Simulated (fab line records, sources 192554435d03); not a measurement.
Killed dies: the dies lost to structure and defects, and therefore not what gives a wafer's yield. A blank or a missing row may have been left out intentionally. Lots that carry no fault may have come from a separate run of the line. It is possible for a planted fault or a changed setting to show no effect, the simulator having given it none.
Tool commonality check    flow n5_finfet    30 wafers sampled across 10 lots

== WHY THIS WAS OPENED ==
On 2 of the 10 lots, a flag is raised at N5_BEOL_M1_INSPECT_13 on the reading raw_defect_count. No-fault wafers: 406, standard deviation 90.
Rule: a lot is flagged in two cases, either no wafer of it has a number, or all its wafers with numbers fall more than 4 standard deviations from that mean. The other lots count as sound.

lot   measured      on                 raw_defect_count, wafer by wafer  flag
L431  day 6 14:20   defect_inspect-02  445 374 264                       
L432  day 7 11:14   defect_inspect-01  448 497 492                       
L435  day 7 15:19   defect_inspect-02  335 244 324                       
L436  day 7 16:41   defect_inspect-01  505 474 518                       
L438  day 8 02:04   defect_inspect-02  421 268 365                       
L443  day 9 04:49   defect_inspect-01  1099 976 1056                     FLAGGED
L446  day 10 04:58  defect_inspect-01  1142 908 1090                     FLAGGED
L451  day 11 04:07  defect_inspect-01  637 471 420                       
L452  day 11 11:19  defect_inspect-01  344 297 394                       
L454  day 12 01:53  defect_inspect-02  391 356 337                       
The mean of the flagged lots' numbers is 1045, +639 from the usual (+7 standard deviations).

== EACH LOT AND THE TOOL IT RAN ON ==
3 process steps preceding the reading are held in the record, out of 1938 steps in the route. Every cell lists first the tool, next ch and the chambers used by the sampled wafers, and last the start.
lot   flag     N5_BEOL_M0_SPUTTER_116        N5_BEOL_M1_ILD_DEP_00            N5_BEOL_M1_HM_DEP_02
L431           pvd_sputter-03, day 6 11:55   pecvd-04 ch 0,1,2, day 6 13:28   pvd_sputter-03, day 6 13:44
L432           pvd_sputter-03, day 7 08:32   pecvd-02 ch 1,2, day 7 10:02     pvd_sputter-02, day 7 10:38
L435           pvd_sputter-03, day 7 09:44   pecvd-04 ch 0,2, day 7 11:36     pvd_sputter-01, day 7 14:42
L436           pvd_sputter-02, day 7 12:07   pecvd-04 ch 0,1,2, day 7 15:52   pvd_sputter-01, day 7 16:12
L438           pvd_sputter-02, day 7 22:09   pecvd-02 ch 1,2, day 8 00:38     pvd_sputter-03, day 8 01:28
L443  FLAGGED  pvd_sputter-03, day 9 01:48   pecvd-04 ch 0,2, day 9 03:32     pvd_sputter-01, day 9 04:19
L446  FLAGGED  pvd_sputter-02, day 10 01:12  pecvd-03 ch 1,2, day 10 02:53    pvd_sputter-01, day 10 04:22
L451           pvd_sputter-02, day 11 01:09  pecvd-04 ch 0,1,2, day 11 02:39  pvd_sputter-02, day 11 03:38
L452           pvd_sputter-03, day 11 06:28  pecvd-04 ch 0,1,2, day 11 07:56  pvd_sputter-02, day 11 10:50
L454           pvd_sputter-02, day 11 23:39  pecvd-03 ch 0,2, day 12 01:08    pvd_sputter-02, day 12 01:22
These steps, and what they do:
- N5_BEOL_M0_SPUTTER_116: material Cu, target thk 4 nm, time 7.37 s.
- N5_BEOL_M1_ILD_DEP_00: deposits SiOC from DEMS/O2, target thk 79 nm, time 15.3 s.
- N5_BEOL_M1_HM_DEP_02: deposits TiN, target thk 20 nm.
- N5_BEOL_M1_INSPECT_13: inspects for defects (brightfield).

== FLAGGED AGAINST TOTAL, ONE TOOL AT A TIME (gauges that did the reading follow at the end) ==
step                    tool               lots run  flagged  share of the flagged lots  sound lots run after its first flagged lot
N5_BEOL_M0_SPUTTER_116  pvd_sputter-02     5         1        some                       2 (L451,L454)
N5_BEOL_M0_SPUTTER_116  pvd_sputter-03     5         1        some                       1 (L452)
N5_BEOL_M1_ILD_DEP_00   pecvd-02           2         0        none                       -
N5_BEOL_M1_ILD_DEP_00   pecvd-03           2         1        some                       1 (L454)
N5_BEOL_M1_ILD_DEP_00   pecvd-04           6         1        some                       2 (L451,L452)
N5_BEOL_M1_HM_DEP_02    pvd_sputter-01     4         2        all                        0
N5_BEOL_M1_HM_DEP_02    pvd_sputter-02     4         0        none                       -
N5_BEOL_M1_HM_DEP_02    pvd_sputter-03     2         0        none                       -
N5_BEOL_M1_INSPECT_13   defect_inspect-01  6         2        all                        2 (L451,L452)
N5_BEOL_M1_INSPECT_13   defect_inspect-02  4         0        none                       -

== WHAT IS ALLOWED BY THE TABLE ==
Table rows that saw every flagged lot: 2, namely pvd_sputter-01 at N5_BEOL_M1_HM_DEP_02 and defect_inspect-01 at N5_BEOL_M1_INSPECT_13.
- pvd_sputter-01 at N5_BEOL_M1_HM_DEP_02 ran 4 lots, 2 of them flagged. Last sound lot L436 at day 7 16:12, first flagged lot L443 at day 9 04:19; a fault beginning in between fits.
- defect_inspect-01 at N5_BEOL_M1_INSPECT_13 ran 6 lots, 2 of them flagged. After the first flagged lot (L451, L452), sound lots still ran on it; a lasting fault on the whole tool would not permit that.
What remains is a single tool, pvd_sputter-01 at N5_BEOL_M1_HM_DEP_02.

== WHAT THE SIMULATOR HAD INSERTED ==
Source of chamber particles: pvd_sputter-01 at N5_BEOL_M1_HM_DEP_02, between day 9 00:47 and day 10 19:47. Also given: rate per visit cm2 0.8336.
Struck lots among those shown: L443, L446. This agrees with what the rule above found.
